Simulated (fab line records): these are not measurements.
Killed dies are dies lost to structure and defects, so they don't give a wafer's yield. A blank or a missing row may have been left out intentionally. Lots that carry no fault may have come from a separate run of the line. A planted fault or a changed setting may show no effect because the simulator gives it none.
A struck lot beside a sound one ; flow n5Finfet ; 41 steps out of a route of 1938
Sound: these wafers, L467.2, L467.3, L467.6. Wafers struck: L481.1, L481.3, L481.5. Last of all comes the cause.
Each step with rows lists, per side, the tool, then ch with its chambers, then its first start. Under that, the readings that differ: sound wafers ; struck wafers ; difference of the means ; sigmas: that difference in standard deviations of wafers without a fault.
alike: same words and numbers on both sides, and readings whose means sit less than 2 such deviations apart. not compared: any withheld reading, any reading some wafer has no value for, any bound like >300 that may hide the same value, and any number with overlapping values for which the record gives no deviation.
Wherever a step has rows on one side only, a row that says differs or no value, or a row with sigmas, the two part there. Numbers that don't overlap but have no deviation are shown without sigmas and don't part them. A reading that every wafer of one side lacks parts them only if that side has two wafers or more.

first, 12 steps without rows for these wafers: N5_MOL_CONTACT_COAG_DESCUM_88 (chemistry O2, time 7 s); N5_MOL_CONTACT_COAG_ETCH_89 (etches underlayer in N2/H2, target depth 13 nm, time 10.4 s); N5_MOL_CONTACT_COAG_ETCH_90 (etches SiARC in CF4, target depth 13 nm, time 21.7 s); N5_MOL_CONTACT_COAG_ALD_131 (deposits SiO2, target thk 5 nm, pulse time 1 s, co reactant pulse time 1 s); N5_MOL_CONTACT_COAG_ETCHBACK_132 (etches SiO2 in CHF3, target depth 10 nm, time 6.7 s); N5_MOL_CONTACT_COAG_ETCH_91 (etches SOC in N2/H2, target depth 60 nm, overetch 21 nm, time 101.2 s); N5_MOL_CONTACT_COAG_STRIP_92 (strips in N2/H2); N5_MOL_CONTACT_COAG_STRIP_93 (strips in N2/H2); N5_MOL_CONTACT_COAG_ETCHBACK_135 (etches SiO2 in CHF3, target depth 25 nm, time 16.7 s); N5_MOL_CONTACT_COAG_STRIP_118 (strips in CHF3); N5_MOL_CONTACT_COAG_VIA_ETCH_46 (etches SiO2 in C4F6/O2, target depth 46 nm, overetch 9.2 nm, time 40 s); N5_MOL_CONTACT_COAG_STRIP_96 (strips in N2/H2).
N5_MOL_CONTACT_COAG_ETCH_47: etches SiNx in CH3F/O2, stops on W, target depth 27 nm.
  sound on rieDiel-03 ch 0,1,2, day 6 02:12; struck on rieDiel-03 ch 1,3, day 9 15:17
  no value came back on the struck wafers for any of 8 readings (CH3F_flow_sccm (sccm), O2_flow_sccm (sccm) and others); on the sound wafers CH3F_flow_sccm (sccm) reads 29.89 30.00 29.89
reading;sound;struck;difference;sigmas
model.SiO2_of_MOL_CONTACT_COAG_PECVD_31.thkNm (nm);43.6 44.2 44.4;46.4 45.4 46.4;+2.0;
  not compared: rfHoursCounterH
then, 25 steps without rows for these wafers: N5_MOL_CONTACT_COAG_STRIP_119 (strips in N2/H2, time 30 s); N5_MOL_CONTACT_COAG_PRECLEAN_144 (cleans in alkaline clean, time 60 s); N5_MOL_CONTACT_COAG_SRD_145 (time 30 s); N5_MOL_CONTACT_COAG_COAT_62 (time 60 s, resist thk 60 nm); N5_MOL_CONTACT_COAG_COAT_63 (time 60 s, resist thk 10 nm); N5_MOL_CONTACT_COAG_COAT_64 (time 60 s, resist thk 10 nm); N5_MOL_CONTACT_COAG_COAT_34 (resist thk 40 nm); N5_MOL_CONTACT_COAG_EBR_36; N5_MOL_CONTACT_COAG_SOFTBAKE_35 (time 60 s); N5_MOL_CONTACT_COAG_EXPOSE_37 (exposes mask VD, defocus 0 nm); N5_MOL_CONTACT_COAG_PEB_38 (peb time 60 s); N5_MOL_CONTACT_COAG_DEVELOP_39 (develop time 30 s); N5_MOL_CONTACT_COAG_DESCUM_45 (chemistry O2, time 7 s); N5_MOL_CONTACT_COAG_ETCH_65 (etches underlayer in N2/H2, target depth 13 nm, time 10.4 s); N5_MOL_CONTACT_COAG_ETCH_66 (etches SiARC in CF4, target depth 13 nm, time 21.7 s); N5_MOL_CONTACT_COAG_ALD_133 (deposits SiO2, target thk 5 nm, pulse time 1 s, co reactant pulse time 1 s); N5_MOL_CONTACT_COAG_ETCHBACK_134 (etches SiO2 in CHF3, target depth 10 nm, time 6.7 s); N5_MOL_CONTACT_COAG_ETCH_67 (etches SOC in N2/H2, target depth 60 nm, overetch 21 nm, time 101.2 s); N5_MOL_CONTACT_COAG_STRIP_68 (strips in N2/H2); N5_MOL_CONTACT_COAG_STRIP_69 (strips in N2/H2); N5_MOL_CONTACT_COAG_ETCHBACK_136 (etches SiO2 in CHF3, target depth 25 nm, time 16.7 s); N5_MOL_CONTACT_COAG_STRIP_120 (strips in CHF3); N5_MOL_CONTACT_COAG_VIA_ETCH_117 (etches SiO2 in C4F6/O2, target depth 40 nm, overetch 8 nm, time 26 s); N5_MOL_CONTACT_COAG_ETCH_124 (etches SiNx in CH3F/O2, stops on SiOC, target depth 6.5 nm); N5_MOL_CONTACT_COAG_ETCH_48 (etches SiOC in C4F6/O2, target depth 15 nm, overetch 4.5 nm, time 17 s).
N5_MOL_CONTACT_COAG_CMP_52: polishes, stops on SiO2, t overpolish 1.5 s, target thk 66.5 nm.
  sound on cmp-01 ch 2,3, day 6 04:09; struck on cmp-01 ch 0,1,3, day 9 17:41
reading;sound;struck;difference;sigmas
model.SiO2_of_MOL_CONTACT_COAG_PECVD_31.thkNm (nm);43.2 44 44.2;46 45 46.2;+2;
  alike: motorCurrentA
N5_BEOL_M4_RC_MEAS_101:
  the record has rows for the sound wafers here (prober-01 ch 0, day 11 05:04) and none for the struck ones
-- here the record skips 8 days between the struck wafers' starts before and after, leaving off in module BEOL_M4 and picking up in module PASSIVATION (first step shown: number 1936 of the route) --
N5_PASSIVATION_PROBE_49:
  sound on prober-01, day 15 17:50; struck on prober-02, day 18 00:17
reading;sound;struck;difference;sigmas
killedAtContacts;12 15 16;1105 1096 1091;+1083;+99 or more
killedDies;84 90 117;1180 1180 1180;+1083;+57
killedOnRim;10 9 14;152 152 152;+141;+36
  alike: killed_at_M0_to_M3, killed_at_M4_up, killedAtFrontEnd, killedAtOther, killedOpen, killedShort

WHERE THEY PART
First at N5_MOL_CONTACT_COAG_ETCH_47; last, within this record, at N5_PASSIVATION_PROBE_49.

WHY: the cause the simulator had injected
Beginning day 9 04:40, the whole step at N5_MOL_CONTACT_COAG_ETCH_47 was skipped on rieDiel-03. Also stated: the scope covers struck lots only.
